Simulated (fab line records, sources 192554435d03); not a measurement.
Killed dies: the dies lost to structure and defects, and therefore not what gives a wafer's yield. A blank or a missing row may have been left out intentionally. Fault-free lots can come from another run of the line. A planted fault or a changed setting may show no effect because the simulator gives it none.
fab line records	flow n5Finfet
[record] lots = 9	wafers = 27	lastDay = 18
route steps=1938 shown MOL_CONTACT_COAG@532 BEOL_M4@1111 PASSIVATION@1936
lots with no fault: from the same line, run without faults
startH: hours from the record's first day to the start of the lot's first wafer shown	waitH: hours elapsed since this lot's preceding step	" identical to the entry in the row above	L1.1+2: one row covering several wafers at once	- value missing, or start not given	* or withheld: withheld	< > ~ a bound
route shown NAME@n: NAME is a module with steps in the file, n the number in the route of the first one	usual: the fault-free wafers' mean and standard deviation	same: alike in all rows	chamber/n: place in a boat	sites: the reading at each site	_std_site: standard deviation of those values	_edge_site: the outer-site mean with the inner-site mean subtracted	radiusMm: how far each site lies from the wafer's centre	mask NAME#n: copy n	behind: the most recent tool/chamber to have shaped the wafer	hold: reason for holding the lot/hours on hold/outcome of the hold	device: transistor that didn't switch, given as n, p or np	end of line: the same wafers' tests at the end of the route	a step given without rows: its recipe and nothing more	killed: dies that structure and defects cost at the first sort, which is not the same as the wafer's yield	map: a wafer's dies, marking killed ones x, the rest . and places with no die _
set.NAME: the setting that was run; set.NAME@STEP: the one run at that earlier step	model.NAME: the simulator's own value behind a step, which no gauge read
the route's steps for a sample of lots (tables are steps, rows are wafers)
services: a tool's chamber out of use, with start hour (startH, from the record's first day; less than 0 if before it), hours out, and reason
[[steps]]
[step N5_MOL_CONTACT_COAG_ETCH_106]
[recipe] chemistry = N2/H2	target = SOC	targetDepthA = 800	overetchA = 160	maskMaterial = SiARC	tempC = 40	timeS = 120	ionEnergyEv = 200	pressureMtorr = 30	sourceW = 840	biasW = 150	n2FlowSccm = 200	h2FlowSccm = 200
[usual] drypumpMotorCurrentA = 5.7/0.4	n2FlowSccm = 200.0/0.6	oesProductAu = 0.70/0.089	rfVppV = 524/3.1	showerheadPlenumPTorr = 2.55/0.11	throttleValvePct = 17.83/0.28
[same] timeS = 120
lot.wafer	tool	chamber	startH	waitH	drypumpMotorCurrentA	n2FlowSccm	oesProductAu	rfHoursCounterH	rfVppV	showerheadPlenumPTorr	throttleValvePct
L668.3	rieDiel-05	0	95.82	0.0	5.1	200.5	0.63	236	525	2.63	17.80
L668.5	"	2	"	"	5.5	199.7	0.68	-	518	2.34	17.67
L668.6	"	3	"	"	5.6	199.4	0.62	-	523	2.51	18.45
L676.2	rieDiel-02	3	138.53	0.0	6.5	200.4	0.63	196	523	2.53	17.79
L676.3	"	0	"	"	6.1	200.1	0.63	196	521	2.43	17.74
L676.6	"	0	"	"	6.1	201.1	0.63	-	521	2.43	17.73
L677.1	rieDiel-02	2	146.60	0.0	5.6	200.3	0.62	227	524	2.53	18.13
L677.3	"	0	"	"	6.1	199.4	0.62	199	521	2.43	17.74
L677.6	"	0	"	"	6.1	200.2	0.63	-	520	2.43	17.72
L683.1	rieDiel-05	2	177.80	0.0	5.5	201.0	0.66	172	518	2.33	17.71
L683.3	"	0	"	"	5.1	199.9	0.85	7	524	2.62	17.34
L683.4	"	3	"	"	5.6	199.5	0.82	21	523	2.50	18.03
L684.2	rieDiel-04	3	183.05	0.0	6.1	199.4	0.85	12	522	2.47	17.27
L684.3	"	0	"	"	5.6	201.6	0.77	51	529	2.72	17.92
L684.5	"	0	"	"	5.6	200.4	0.77	-	528	2.72	17.91
L685.3	rieDiel-04	0	189.97	0.0	5.6	199.9	0.77	54	528	2.72	17.92
L685.4	"	0	"	"	5.5	199.9	0.77	-	527	2.72	17.91
L685.6	"	2	"	"	5.3	200.3	0.62	-	523	2.53	18.36
L689.3	rieDiel-04	0	220.80	0.0	5.6	200.3	0.74	69	526	2.71	17.93
L689.5	"	0	"	"	5.6	199.2	0.75	-	529	2.71	17.94
L689.6	"	2	"	"	5.3	200.3	0.60	-	522	2.52	18.40
L690.2	rieDiel-05	1	225.39	0.0	6.2	200.0	0.67	175	526	2.63	17.88
L690.3	"	3	"	"	5.5	199.4	0.80	34	522	2.49	18.08
L690.5	"	1	"	"	6.2	199.7	0.67	-	526	2.63	17.89
L691.2	rieDiel-02	1	226.26	0.0	5.9	200.1	0.80	30	524	2.61	17.67
L691.4	"	0	"	"	6.1	200.4	0.60	-	519	2.42	17.80
L691.5	"	3	"	"	6.6	199.1	0.62	-	522	2.52	17.84
[step N5_MOL_CONTACT_COAG_ETCH_110]
[recipe] chemistry = CF4/O2	target = Si	targetDepthA = 25	timeS = 8	pressureMtorr = 100	sourceW = 200	biasW = 12	ionEnergyEv = 60	Ar_flow_sccm = 100	cf4FlowSccm = 100	O2_flow_sccm = 10
[usual] O2_flow_sccm = 10.001/0.029	drypumpMotorCurrentA = 5.7/0.4	oesProductAu = 0.78/0.11	rfVppV = 125/4.3	showerheadPlenumPTorr = 2.23/0.092	throttleValvePct = 10.72/0.28
[same] timeS = 8
lot.wafer	tool	chamber	startH	waitH	O2_flow_sccm	drypumpMotorCurrentA	oesProductAu	rfHoursCounterH	rfVppV	showerheadPlenumPTorr	throttleValvePct
L668.3	rieDiel-05	0	96.02	0.0	10.022	5.1	0.71	236	118	2.29	10.88
L668.5	"	2	"	"	10.007	5.4	0.74	-	129	2.05	10.67
L668.6	"	3	"	"	10.030	5.5	0.71	-	124	2.20	11.38
L676.2	rieDiel-02	3	138.72	0.0	10.043	6.6	0.68	196	122	2.20	10.61
L676.3	"	0	"	"	9.994	6.1	0.71	196	120	2.13	10.72
L676.6	"	0	"	"	9.924	6.1	0.71	-	119	2.13	10.73
L677.1	rieDiel-02	2	146.80	0.0	10.006	5.6	0.69	227	122	2.20	11.07
L677.3	"	0	"	"	9.948	6.1	0.70	199	121	2.13	10.72
L677.6	"	0	"	"	10.004	6.1	0.70	-	119	2.13	10.74
L683.1	rieDiel-05	2	177.99	0.0	10.008	5.5	0.71	172	128	2.04	10.75
L683.3	"	0	"	"	9.953	5.1	0.98	7	117	2.28	10.22
L683.4	"	3	"	"	10.001	5.6	0.94	22	122	2.20	10.70
L684.2	rieDiel-04	3	183.25	0.0	10.014	6.1	0.92	12	129	2.19	10.23
L684.3	"	0	"	"	9.988	5.6	0.86	51	129	2.36	10.65
L684.5	"	0	"	"	9.991	5.5	0.85	-	128	2.36	10.66
L685.3	rieDiel-04	0	190.16	0.0	10.024	5.6	0.85	54	129	2.36	10.66
L685.4	"	0	"	"	10.045	5.6	0.85	-	130	2.36	10.67
L685.6	"	2	"	"	9.989	5.3	0.67	-	126	2.19	11.12
L689.3	rieDiel-04	0	221.00	0.0	10.005	5.6	0.82	69	130	2.35	10.70
L689.5	"	0	"	"	9.978	5.6	0.82	-	129	2.35	10.72
L689.6	"	2	"	"	9.947	5.3	0.65	-	124	2.19	11.16
L690.2	rieDiel-05	1	225.58	0.0	10.021	6.1	0.72	175	129	2.31	10.95
L690.3	"	3	"	"	10.017	5.5	0.92	34	125	2.19	10.73
L690.5	"	1	"	"	10.046	6.1	0.73	-	128	2.31	10.93
L691.2	rieDiel-02	1	226.46	0.0	9.960	5.9	0.87	30	131	2.25	10.23
L691.4	"	0	"	"	9.960	6.2	0.68	-	121	2.12	10.85
L691.5	"	3	"	"	9.970	6.6	0.66	-	124	2.19	10.71
[step N5_MOL_CONTACT_COAG_SPUTTER_143]
[recipe] material = Co	targetThkA = 25	tempC = 25	chamberPressurePa = 0.2
[usual] throttleValvePct = 30.1/1.4
lot.wafer	tool	chamber	startH	waitH	throttleValvePct
L668.3	pvdSputter-01	-	97.71	0.0	29.0
L668.5	"	-	"	"	27.3
L668.6	"	-	"	"	28.8
L676.2	pvdSputter-03	-	141.52	0.0	31.0
L676.3	"	-	"	"	31.3
L676.6	"	-	"	"	31.7
L677.1	pvdSputter-03	-	149.30	0.0	31.6
L677.3	"	-	"	"	31.2
L677.6	"	-	"	"	31.3
L683.1	pvdSputter-03	-	180.56	0.0	31.4
L683.3	"	-	"	"	31.5
L683.4	"	-	"	"	31.2
L684.2	pvdSputter-02	-	186.87	0.0	30.6
L684.3	"	-	"	"	30.8
L684.5	"	-	"	"	31.0
L685.3	pvdSputter-01	-	192.02	0.0	27.3
L685.4	"	-	"	"	28.5
L685.6	"	-	"	"	29.0
L689.3	pvdSputter-03	-	224.55	0.0	31.1
L689.5	"	-	"	"	30.8
L689.6	"	-	"	"	31.5
L690.2	pvdSputter-02	-	227.29	0.0	30.3
L690.3	"	-	"	"	28.9
L690.5	"	-	"	"	30.3
L691.2	pvdSputter-03	-	228.17	0.0	31.4
L691.4	"	-	"	"	31.3
L691.5	"	-	"	"	30.8
[step N5_MOL_CONTACT_COAG_CMP_28]
[recipe] stopOn = SiNx	tOverpolishS = 0.85	postCmpClean = alkalineBrush	downForcePsi = 4.15	platenRpm = 51.8	padVelocityMS = 1.0307	targetThkNm = 14.522
[usual] edgeZonePressureFrac = 1.000/0.0048	headPressurePsi = 4.149/0.009	motorCurrentA = 12.6/1.4	timeToEndpointS = 4.4/2.6
lot.wafer	tool	chamber	startH	waitH	edgeZonePressureFrac	headPressurePsi	motorCurrentA	timeToEndpointS
L668.3	cmp-04	0	103.63	0.9	0.993	4.153	13.6	7.7
L668.5	"	2	"	"	0.997	4.162	11.9	5.1
L668.6	"	3	"	"	0.999	4.146	12.1	0.0
L676.3	cmp-03	3	146.79	0.8	-	-	-	-
L676.2	"	2	"	"	-	-	-	-
L676.6	"	0	"	"	-	-	-	-
L677.1	cmp-02	0	155.34	0.8	-	-	-	-
L677.3	"	2	"	"	-	-	-	-
L677.6	"	0	"	"	-	-	-	-
L683.1	cmp-02	2	186.79	0.8	0.997	4.152	9.9	3.4
L683.4	"	3	"	"	1.003	4.138	12.9	2.7
L683.3	"	1	"	"	1.003	4.151	14.7	7.2
L684.2	cmp-02	1	193.68	0.8	0.998	4.146	14.4	6.8
L684.3	"	2	"	"	1.005	4.140	10.0	2.4
L684.5	"	1	"	"	1.001	4.154	14.7	7.2
L685.3	cmp-02	1	196.44	0.8	0.999	4.163	14.8	8.6
L685.4	"	2	"	"	1.009	4.141	9.7	5.5
L685.6	"	1	"	"	1.003	4.144	14.5	7.0
L689.3	cmp-04	2	229.01	0.8	0.995	4.153	12.1	2.2
L689.6	"	1	"	"	1.009	4.153	12.1	1.6
L689.5	"	2	"	"	0.995	4.134	12.5	1.9
L690.3	cmp-03	3	233.41	0.9	0.996	4.154	12.6	0.6
L690.2	"	0	"	"	1.000	4.152	12.1	0.0
L690.5	"	2	"	"	0.988	4.167	14.7	0.0
L691.2	cmp-03	2	234.05	1.0	1.000	4.158	13.9	0.0
L691.4	"	1	"	"	1.003	4.141	13.6	5.8
L691.5	"	3	"	"	0.995	4.141	12.3	1.8
[step N5_MOL_CONTACT_COAG_ETCH_48]
[recipe] chemistry = C4F6/O2	targetDepthA = 150	overetchA = 45	maskMaterial = SOC	target = SiOC	biasW = 465	pressureMtorr = 10	timeS = 17	sourceW = 335	Ar_flow_sccm = 300	C4F6_flow_sccm = 10	O2_flow_sccm = 10	ionEnergyEv = 576
[usual] C4F6_flow_sccm = 9.995/0.027	O2_flow_sccm = 10.01/0.033	drypumpMotorCurrentA = 5.7/0.4	oesProductAu = 0.67/0.092	rfVppV = 1564/40	showerheadPlenumPTorr = 2.82/0.12	throttleValvePct = 40.6/0.39
[same] timeS = 17
lot.wafer	tool	chamber	startH	waitH	C4F6_flow_sccm	O2_flow_sccm	drypumpMotorCurrentA	oesProductAu	rfHoursCounterH	rfVppV	showerheadPlenumPTorr	throttleValvePct
L668.3	rieDiel-04	3	106.83	0.0	9.994	10.00	6.0	0.59	246	1608	2.81	40.0
L668.5	"	2	"	"	10.010	10.01	5.3	0.58	-	1551	2.82	40.9
L668.6	"	3	"	"	9.971	10.00	6.1	0.50	-	1608	2.81	40.0
L676.2	rieDiel-05	3	151.34	0.0	10.008	10.03	5.6	1.36	12	1553	2.82	41.3
L676.3	"	1	"	"	10.018	9.97	6.2	1.11	146	1590	2.94	40.8
L676.6	"	2	"	"	10.023	10.05	5.5	1.08	-	1588	2.59	40.3
L677.1	rieDiel-05	3	159.03	0.0	10.003	10.00	5.6	1.35	15	1553	2.82	41.3
L677.3	"	1	"	"	9.967	10.03	6.1	1.12	150	1592	2.94	40.8
L677.6	"	2	"	"	9.992	10.00	5.5	1.08	-	1585	2.59	40.3
L683.1	rieDiel-02	0	190.19	0.0	9.997	10.01	6.1	0.57	217	1512	2.72	40.8
L683.3	"	3	"	"	9.988	9.95	6.6	0.60	213	1545	2.84	41.1
L683.4	"	1	"	"	9.965	9.98	5.9	0.73	14	1624	2.88	40.2
L684.2	rieDiel-05	0	197.37	0.0	10.031	10.02	5.1	0.80	14	1484	2.93	39.8
L684.3	"	1	"	"	10.021	10.07	6.2	0.61	163	1591	2.94	40.6
L684.5	"	0	"	"	10.006	9.98	5.1	0.80	-	1484	2.93	39.8
L685.3	rieDiel-05	2	200.15	0.0	10.025	9.98	5.4	0.65	180	1585	2.59	40.2
L685.4	"	3	"	"	9.982	9.96	5.5	0.77	29	1550	2.81	41.1
L685.6	"	1	"	"	9.977	10.05	6.2	0.68	-	1590	2.94	40.7
L689.3	rieDiel-05	0	234.27	0.0	10.006	10.02	5.1	0.71	29	1481	2.92	39.8
L689.5	"	0	"	"	9.947	10.00	5.1	0.74	-	1485	2.92	39.8
L689.6	"	1	"	"	9.972	9.98	6.1	0.64	-	1590	2.93	40.7
L690.2	rieDiel-05	0	237.73	0.0	9.986	10.02	5.1	0.74	31	1484	2.92	39.8
L690.3	"	1	"	"	10.004	9.99	6.1	0.58	180	1590	2.93	40.6
L690.5	"	3	"	"	9.991	9.93	5.6	0.68	-	1551	2.81	41.1
L691.2	rieDiel-02	2	238.24	0.0	10.013	10.09	5.6	0.73	4	1515	2.79	40.3
L691.4	"	0	"	"	10.027	10.02	6.2	0.54	237	1511	2.71	40.8
L691.5	"	1	"	"	9.937	9.95	5.9	0.68	-	1623	2.87	40.2
[step N5_BEOL_M4_RC_MEAS_101]
[usual] DIBL_N = 36.4/2	DIBL_P = 36.1/2.5	IOFF_N = 0.16/0.037	IOFF_P = 0.20/0.038	ION_N = 670/13	ION_P = 459/8.3	SS_N = 71.6/0.69	SS_P = 73.3/0.72	VT_N = 250/3.4	VT_P = -251/3.1
lot.wafer	tool	chamber	startH	waitH	DIBL_N[mV/V]	DIBL_P[mV/V]	IOFF_N[nA/um]	IOFF_P[nA/um]	ION_N[uA/um]	ION_P[uA/um]	SS_N[mV/dec]	SS_P[mV/dec]	VT_N[mV]	VT_P[mV]
L668.3	prober-02	0	161.43	0.3	39.2	38.6	0.21	0.27	693	473	71.8	73.5	244	-246
L668.5	"	0	"	"	33.8	32.0	0.11	0.17	647	453	70.6	72.3	255	-253
L668.6	"	0	"	"	36.4	34.3	0.15	0.18	690	470	71.7	72.8	250	-251
L683.1	prober-02	0	250.97	0.0	39.1	39.9	0.23	0.28	689	468	72.3	74.1	244	-245
L683.3	"	0	"	"	34.5	33.9	0.13	0.17	662	451	71.2	72.6	250	-253
L683.4	"	0	"	"	38.9	38.1	0.21	0.23	670	459	72.5	73.4	247	-250
L685.3	prober-02	0	271.31	0.3	37.8	36.1	0.15	0.22	676	467	72.1	73.2	249	-249
L685.4	"	0	"	"	38.4	36.1	0.17	0.22	679	465	72.0	73.1	250	-248
L685.6	"	0	"	"	37.0	35.6	0.15	0.22	685	476	71.7	73.2	249	-250
L684.2	prober-01	0	279.39	0.2	38.5	37.5	0.20	0.24	675	458	72.3	73.6	247	-248
L684.3	"	0	"	"	34.5	32.4	0.12	0.15	657	453	70.6	73.1	256	-257
L684.5	"	0	"	"	37.0	36.0	0.15	0.21	662	451	71.0	73.9	250	-251
L689.3	prober-02	0	300.32	0.3	35.4	36.3	0.14	0.18	678	464	70.8	73.9	252	-254
L689.5	"	0	"	"	37.1	36.9	0.15	0.18	657	441	71.9	73.3	253	-256
L689.6	"	0	"	"	35.8	36.5	0.14	0.18	663	458	71.3	73.5	250	-256
L690.2	prober-01	0	304.50	0.2	36.7	36.9	0.18	0.19	676	455	71.4	74.0	246	-254
L690.3	"	0	"	"	37.6	36.4	0.17	0.18	668	445	71.6	73.9	247	-255
L690.5	"	0	"	"	35.3	34.9	0.13	0.17	651	452	70.8	72.3	251	-256
L691.2	prober-01	0	313.67	0.2	36.2	36.3	0.15	0.22	688	473	71.5	73.5	248	-250
L691.4	"	0	"	"	37.2	37.4	0.18	0.22	674	459	72.4	74.0	249	-252
L691.5	"	0	"	"	38.3	38.5	0.20	0.26	703	484	71.7	73.7	243	-248
[step N5_PASSIVATION_PROBE_49]
[usual] killed_at_M0_to_M3 = 34/11	killed_at_M4_up = 13/5.2	killedAtContacts = 13/6.3	killedAtFrontEnd = 40/14	killedAtOther = 3.2/2.4	killedDies = 104/19	killedOnRim = 14/4.2	killedOpen = 69/14	killedShort = 32/7.5
[same] grossDies = 1180	killedAtBackSide = 0
lot.wafer	tool	chamber	startH	waitH	killed_at_M0_to_M3	killed_at_M4_up	killedAtContacts	killedAtFrontEnd	killedAtOther	killedDies	killedOnRim	killedOpen	killedShort
L676.2	prober-02	-	315.64	0.1	24	9	1092	54	1	1180	152	74	30
L676.3	prober-02	-	315.69	0.1	37	14	1092	32	5	1180	152	65	28
L676.6	prober-02	-	315.84	0.3	41	5	1096	31	7	1180	152	66	23
L677.1	prober-02	-	319.85	0.0	53	11	1080	34	2	1180	152	70	41
L677.3	prober-02	-	319.95	0.1	26	12	1113	28	1	1180	152	60	26
L677.6	prober-02	-	320.10	0.3	43	9	1086	39	3	1180	152	81	29
L684.2	prober-01	-	385.02	0.1	38	16	15	49	1	119	14	80	38
L684.3	prober-01	-	385.07	0.1	68	9	15	45	3	140	18	89	51
L684.5	prober-01	-	385.17	0.2	51	20	9	48	2	130	22	79	47
// killed by level:class
L676.2 MOL_CONTACT_COAG:areaCmp=1076 MOL_CONTACT_COAG:geometricParticle:open=14 FIN_SAQP:geometricParticle:open=13 FIN_SAQP:geometricParticle:short=10 STI_FIN_REVEAL:geometricParticle:open=6 BEOL_M0:geometricParticle:open=6 ILD0:geometricParticle:short=5 GATE_CUT:geometricParticle:short=5
L676.3 MOL_CONTACT_COAG:areaCmp=1087 BEOL_M2:geometricParticle:open=12 BEOL_M4:geometricParticle:open=10 DUMMY_GATE:geometricParticle:open=5 GATE_CUT:geometricParticle:short=5 GATE_CUT:geometricParticle:open=5 BEOL_M0_SAQP:geometricParticle:short=5 BEOL_M0:geometricParticle:open=5
L676.6 MOL_CONTACT_COAG:areaCmp=1090 BEOL_M1:geometricParticle:open=14 FIN_SAQP:geometricParticle:open=10 BEOL_M0_SAQP:geometricParticle:open=7 BEOL_M2:geometricParticle:open=6 FIN_SAQP:geometricParticle:short=5 DUMMY_GATE:geometricParticle:open=4 MOL_CONTACT_COAG:geometricParticle:open=4
L677.1 MOL_CONTACT_COAG:areaCmp=1067 BEOL_M1:geometricParticle:open=11 BEOL_M2:geometricParticle:open=10 MOL_CONTACT_COAG:geometricParticle:open=9 FIN_SAQP:geometricParticle:open=7 BEOL_M2:geometricParticle:short=6 DUMMY_GATE:geometricParticle:open=5 BEOL_M0_SAQP:geometricParticle:open=5
L677.3 MOL_CONTACT_COAG:areaCmp=1091 MOL_CONTACT_COAG:geometricParticle:open=15 BEOL_M2:geometricParticle:open=9 MOL_CONTACT_COAG:geometricParticle:short=7 BEOL_M4:geometricParticle:open=6 FIN_SAQP:geometricParticle:open=5 GATE_CUT:geometricParticle:open=4 GATE_CUT:geometricParticle:short=4
L677.6 MOL_CONTACT_COAG:areaCmp=1068 BEOL_M2:geometricParticle:open=16 MOL_CONTACT_COAG:geometricParticle:open=12 STI_FIN_REVEAL:geometricParticle:open=9 BEOL_M0:geometricParticle:open=9 GATE_CUT:geometricParticle:short=7 MOL_CONTACT_COAG:geometricParticle:short=6 BEOL_M1:geometricParticle:open=6
L684.2 BEOL_M0_SAQP:geometricParticle:open=15 FIN_SAQP:geometricParticle:open=14 MOL_CONTACT_COAG:geometricParticle:open=10 GATE_CUT:geometricParticle:short=9 BEOL_M0_SAQP:geometricParticle:short=9 BEOL_M4:geometricParticle:open=9 DUMMY_GATE:geometricParticle:open=8 FIN_SAQP:geometricParticle:short=5
L684.3 BEOL_M0_SAQP:geometricParticle:short=16 BEOL_M2:geometricParticle:open=14 FIN_SAQP:geometricParticle:open=13 BEOL_M0_SAQP:geometricParticle:open=12 BEOL_M1:geometricParticle:open=11 BEOL_M3:geometricParticle:open=11 FIN_SAQP:geometricParticle:short=9 MOL_CONTACT_COAG:geometricParticle:short=8
L684.5 FIN_SAQP:geometricParticle:open=14 BEOL_M3:geometricParticle:open=12 BEOL_M0_SAQP:geometricParticle:open=11 FIN_SAQP:geometricParticle:short=10 BEOL_M4:geometricParticle:open=9 BEOL_M0_SAQP:geometricParticle:short=8 MOL_CONTACT_COAG:geometricParticle:short=6 DUMMY_GATE:geometricParticle:open=5
[[services]]
tool	chamber	startH	hours	kind
rieDiel-04	1	84.16	5.7	repair
cmp-02	-	86.03	4.8	pm
pvdSputter-02	-	94.27	4.3	repair
rieDiel-05	3	98.30	-	clean
rieDiel-05	3	98.30	-	consumableReplace:focusRing
rieDiel-05	3	98.30	19.9	scheduledDown
rieDiel-05	3	98.30	19.9	ventCycle
cmp-02	-	98.95	0.2	repair
cmp-03	-	120.98	2.5	repair
cmp-02	-	130.90	4.0	pm
rieDiel-04	3	143.18	13.8	repair
rieDiel-05	-	164.14	0.3	repair
rieDiel-05	-	171.64	2.2	repair
cmp-02	-	171.99	2.0	repair
rieDiel-02	3	173.21	5.4	repair
rieDiel-04	1	175.48	62.1	repair
cmp-04	-	189.72	1.3	repair
cmp-03	-	192.55	7.1	pm
rieDiel-05	3	201.47	13.7	repair
cmp-04	-	206.44	1.8	repair
cmp-03	-	209.25	4.0	pm
rieDiel-05	2	219.41	2.6	repair
cmp-03	-	230.23	0.5	repair
rieDiel-02	3	230.91	5.1	repair
[[key]]
[firstSign] step = N5_MOL_CONTACT_COAG_CMP_28	reading = toolRecord	direction = missing
[effect] step = N5_MOL_CONTACT_COAG_ETCH_48	reading = oesProductAu	direction = up	sigmas = 5.6	usual = 0.67	struck = 1.18
[effect] step = N5_PASSIVATION_PROBE_49	reading = killedAtContacts	direction = up	sigmas = 99+	usual = 13	struck = 1093
[moreKillsBornAt] N5_MOL_CONTACT_COAG_CMP_28@cmp-03 = 3252	N5_MOL_CONTACT_COAG_CMP_28@cmp-02 = 3223
metAt N5_MOL_CONTACT_COAG_CMP_28
struckLots L676,L677
laterRowsLeftOut L676.2,L676.3,L676.6,L677.1,L677.3,L677.6
testerLeftOut L676,L677
notActingAt N5_MOL_CONTACT_COAG_ETCH_106,N5_MOL_CONTACT_COAG_ETCH_110,N5_MOL_CONTACT_COAG_SPUTTER_143
[fault] kind = skippedStepWhole	tool = cmp-02,cmp-03	chamber = -	onsetH = 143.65	steps = N5_MOL_CONTACT_COAG_CMP_28	scope = struckLotsOnly
// testerLeftOut: of these lots the tester's yield and bins aren't shown, on N5 and GAA mostly nor the transistor test; their killed dies are dies lost to structure and defects alone, not to doping, threshold or leakage, so they don't give the yield
// laterRowsLeftOut: the simulator's readings of these wafers behind a module that went badly wrong aren't trusted and aren't shown, but for the sort
